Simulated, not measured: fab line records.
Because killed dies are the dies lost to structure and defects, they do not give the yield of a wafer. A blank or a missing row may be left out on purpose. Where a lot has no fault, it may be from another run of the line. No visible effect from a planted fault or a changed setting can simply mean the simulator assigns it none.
The tool behind it: which one? + flow nand harc + 36 wafers from 12 lots sampled at 5 of the route's 1159 steps

WHAT THE GAUGES SHOWED, per wafer
NHARC_END_SORT_01. Usual: defect limited yield 95.4 %, standard deviation 1.6; killed at array 28, standard deviation 11; killed at other 0.9, standard deviation 1.2; killed at periphery 2.6, standard deviation 2.1; killed dies 31, standard deviation 11; killed open 3.1, standard deviation 1.7; killed short 1.9, standard deviation 1.3; sort_bin_2_pct 1.5 %, standard deviation 0.64; sort_bin_3_pct 0.26 %, standard deviation 0.21; sort_bin_4_pct 2.9 %, standard deviation 1.1; sort n pass 646, standard deviation 11; sort rim yield pct 96.4 %, standard deviation 2.3; sort yield pct 95.4 %, standard deviation 1.6.
| lot  | measured     | on        | defect limited yield (%) | killed at array | killed at other | killed at periphery | killed dies | killed open | killed short | sort_bin_2_pct (%) | sort_bin_3_pct (%) | sort_bin_4_pct (%) | sort n pass | sort rim yield pct (%) | sort yield pct (%) | flag |
|------|--------------|-----------|--------------------------|-----------------|-----------------|---------------------|-------------|-------------|--------------|--------------------|--------------------|--------------------|-------------|------------------------|--------------------|------|
| L637 | day 24 12:37 | prober-02 | 96.3 0 94.4              | 23 32 37        | 0 645 0         | 2 0 1               | 25 677 38   | 2 3 6       | 1 2 3        | 1.6 97.5 1.9       | 0.15 0.30 0.30     | 1.9 2.2 3.4        | 652 0 639   | 97.2 0 97.2            | 96.3 0 94.4        | OFF  |

EACH LOT AND THE TOOL THAT RAN IT (in order: tool; ch and the chambers of the sampled wafers; start)
| lot  | NHARC_A_BONDPAD_CMP_19        | NHARC_THIN_TSV_ETCHBACK_48         | NHARC_THIN_TSV_PVD_51        | NHARC_THIN_TSV_ETCH_59            |
|------|-------------------------------|------------------------------------|------------------------------|-----------------------------------|
| L627 | cmp-03 ch 0,1, day 19 08:38   | rie diel-06 ch 2,3, day 20 00:23   | pvd sputter-01, day 20 01:16 | rie metal-02 ch 0,1, day 20 04:22 |
| L628 | cmp-03 ch 1,2, day 19 14:32   | rie diel-05 ch 1,2,3, day 20 07:48 | pvd sputter-02, day 20 08:38 | rie metal-02 ch 0,1, day 20 11:50 |
| L630 | cmp-04 ch 0,2,3, day 19 21:03 | rie diel-06 ch 1,3, day 20 14:46   | pvd sputter-01, day 20 15:35 | rie metal-02 ch 0,1, day 20 18:43 |
| L632 | cmp-01 ch 1,2,3, day 20 17:20 | rie diel-02 ch 0,1, day 21 08:47   | pvd sputter-01, day 21 09:34 | rie metal-01 ch 0,1, day 21 12:40 |
| L635 | cmp-01 ch 0,1,3, day 22 23:12 | rie diel-05 ch 0,1,2, day 23 17:41 | pvd sputter-02, day 23 18:49 | rie metal-02 ch 0,1, day 23 21:59 |
| L637 | cmp-03 ch 1,2,3, day 22 23:35 | rie diel-02 ch 1,2, day 23 18:46   | pvd sputter-02, day 23 19:37 | rie metal-02 ch 0,1, day 23 22:55 |
| L641 | cmp-01 ch 0,1, day 22 23:49   | rie diel-06 ch 1,2, day 23 18:08   | pvd sputter-01, day 23 18:58 | rie metal-01 ch 0,1, day 23 22:07 |
| L633 | cmp-03 ch 1,2,3, day 23 08:17 | rie diel-02 ch 0,1,3, day 23 23:19 | pvd sputter-03, day 24 00:05 | rie metal-03 ch 0,1, day 24 03:07 |
| L644 | cmp-03 ch 0,1,3, day 24 22:36 | rie diel-06 ch 0,3, day 25 14:23   | pvd sputter-03, day 25 15:17 | rie metal-01 ch 0,1, day 25 18:29 |
| L647 | cmp-04 ch 0,3, day 25 05:37   | rie diel-05 ch 1,2,3, day 25 22:36 | pvd sputter-03, day 25 23:25 | rie metal-01 ch 0,1, day 26 02:33 |
| L646 | cmp-03 ch 0,2,3, day 25 06:14 | rie diel-02 ch 1,2, day 25 23:38   | pvd sputter-01, day 26 00:33 | rie metal-02 ch 0,1, day 26 03:34 |
| L650 | cmp-04 ch 0,2,3, day 25 07:51 | rie diel-05 ch 1,2,3, day 25 21:22 | pvd sputter-03, day 25 22:25 | rie metal-02 ch 0,1, day 26 01:57 |
- NHARC_A_BONDPAD_CMP_19: polishes, t overpolish 30 s, cu recess touch 16 s, target thk 169.8 nm.
- NHARC_THIN_TSV_ETCHBACK_48: etches the open film in C4F8/Ar, target depth 1028.5 nm, time 405.17 s.
- NHARC_THIN_TSV_PVD_51: deposits Cu, target thk 100 nm.
- NHARC_THIN_TSV_ETCH_59: etches the open film in Cl2/BCl3, target depth 880 nm, time 138.1 s.

AS READ BY THE TOOLS THEMSELVES (means over the sampled wafers that have a number; for cases with no such wafer, the mark the record gives instead)
NHARC_A_BONDPAD_CMP_19. Usual: motor current A 12.2 A, standard deviation 1.1; overpolish run s 29.999 s, standard deviation 0.0091.
| lot  | tool   | motor current A (A) | overpolish run s (s) | flag |
|------|--------|---------------------|----------------------|------|
| L627 | cmp-03 | 11.8                | 29.999               |      |
| L628 | cmp-03 | 12.9                | 29.993               |      |
| L630 | cmp-04 | 11.5                | 29.995               |      |
| L632 | cmp-01 | 13.0                | 29.999               |      |
| L635 | cmp-01 | 12.0                | 29.995               |      |
| L637 | cmp-03 | 12.9                | 29.991               |      |
| L641 | cmp-01 | 12.1                | 29.991               |      |
| L633 | cmp-03 | 13.0                | 30.000               |      |
| L644 | cmp-03 | 12.8                | 30.004               |      |
| L647 | cmp-04 | 10.6                | 30.003               |      |
| L646 | cmp-03 | 12.6                | 29.995               |      |
| L650 | cmp-04 | 11.8                | 30.005               |      |

NHARC_THIN_TSV_ETCHBACK_48. Usual: oes product au 0.95 a.u., standard deviation 0.034; rf vpp V 547 V, standard deviation 3.6.
| lot  | tool        | oes product au (a.u.) | rf vpp V (V) | flag |
|------|-------------|-----------------------|--------------|------|
| L627 | rie diel-06 | 0.97                  | 550          |      |
| L628 | rie diel-05 | 0.93                  | 544          |      |
| L630 | rie diel-06 | 1.01                  | 552          |      |
| L632 | rie diel-02 | 0.92                  | 549          |      |
| L635 | rie diel-05 | 1.00                  | 544          |      |
| L637 | rie diel-02 | 0.92                  | 553          |      |
| L641 | rie diel-06 | 0.92                  | 548          |      |
| L633 | rie diel-02 | 0.92                  | 548          |      |
| L644 | rie diel-06 | 0.92                  | 547          |      |
| L647 | rie diel-05 | 0.93                  | 546          |      |
| L646 | rie diel-02 | 0.93                  | 552          |      |
| L650 | rie diel-05 | 0.99                  | 546          |      |

NHARC_THIN_TSV_PVD_51. Usual: throttle valve pct reads 29.8 % (standard deviation 0.71).
| lot  | tool           | throttle valve pct (%) | flag |
|------|----------------|------------------------|------|
| L627 | pvd sputter-01 | 30.1                   |      |
| L628 | pvd sputter-02 | 30.3                   |      |
| L630 | pvd sputter-01 | 29.7                   |      |
| L632 | pvd sputter-01 | 29.4                   |      |
| L635 | pvd sputter-02 | 29.5                   |      |
| L637 | pvd sputter-02 | 30.0                   |      |
| L641 | pvd sputter-01 | 29.7                   |      |
| L633 | pvd sputter-03 | 29.8                   |      |
| L644 | pvd sputter-03 | 29.9                   |      |
| L647 | pvd sputter-03 | 29.7                   |      |
| L646 | pvd sputter-01 | 29.8                   |      |
| L650 | pvd sputter-03 | 29.5                   |      |

NHARC_THIN_TSV_ETCH_59. Usual: drypump motor current A 5.6 A, standard deviation 0.57; oes product au 0.994 a.u., standard deviation 0.0079; throttle valve pct 22.264 %, standard deviation 0.0091.
| lot  | tool         | drypump motor current A (A) | oes product au (a.u.) | throttle valve pct (%) | flag |
|------|--------------|-----------------------------|-----------------------|------------------------|------|
| L627 | rie metal-02 | 5.8                         | 0.997                 | 22.272                 |      |
| L628 | rie metal-02 | 5.4                         | 0.990                 | 22.262                 |      |
| L630 | rie metal-02 | 5.3                         | 0.991                 | 22.262                 |      |
| L632 | rie metal-01 | 5.7                         | 0.996                 | 22.275                 |      |
| L635 | rie metal-02 | 5.4                         | 0.982                 | 22.266                 |      |
| L637 | rie metal-02 | 5.7                         | 0.990                 | 22.272                 |      |
| L641 | rie metal-01 | 5.9                         | 1.002                 | 22.260                 |      |
| L633 | rie metal-03 | 5.7                         | 1.000                 | 22.266                 |      |
| L644 | rie metal-01 | 5.9                         | 1.007                 | 22.262                 |      |
| L647 | rie metal-01 | 5.9                         | 0.993                 | 22.262                 |      |
| L646 | rie metal-02 | 5.7                         | 0.990                 | 22.254                 |      |
| L650 | rie metal-02 | 5.8                         | 0.990                 | 22.263                 |      |

THE ANSWER, worked out from the rows above alone
Rule: a lot is off if the mean of its wafers that have a number lies more than 3 standard deviations from the usual mean. Also off: a lot with no number at a reading for which 4 or more lots have one. The other lots that the step has rows for count as sound. First the gauges in route order, then the tools' own readings, where a lot's mean is used as printed above. At the first step where some lot is off, the reading lying furthest off is the one used; lots without a number count as furthest.
Off, at NHARC_END_SORT_01 on killed at other: L637. Neither off nor sound, because the step has no rows for them: L627, L628, L630, L632, L635, L641, L633, L644, L647, L646, L650.
A tool fits if, at a process step before that reading, it ran every lot that is off, and no sound lot after the first of them. Those tools and the gauges at NHARC_END_SORT_01 are tried in the same way. Can't be told from this: 5 tools fit, cmp-03 at NHARC_A_BONDPAD_CMP_19, rie diel-02 at NHARC_THIN_TSV_ETCHBACK_48, pvd sputter-02 at NHARC_THIN_TSV_PVD_51, rie metal-02 at NHARC_THIN_TSV_ETCH_59, prober-02 at NHARC_END_SORT_01.

WHAT THE SIMULATOR HAD INSERTED
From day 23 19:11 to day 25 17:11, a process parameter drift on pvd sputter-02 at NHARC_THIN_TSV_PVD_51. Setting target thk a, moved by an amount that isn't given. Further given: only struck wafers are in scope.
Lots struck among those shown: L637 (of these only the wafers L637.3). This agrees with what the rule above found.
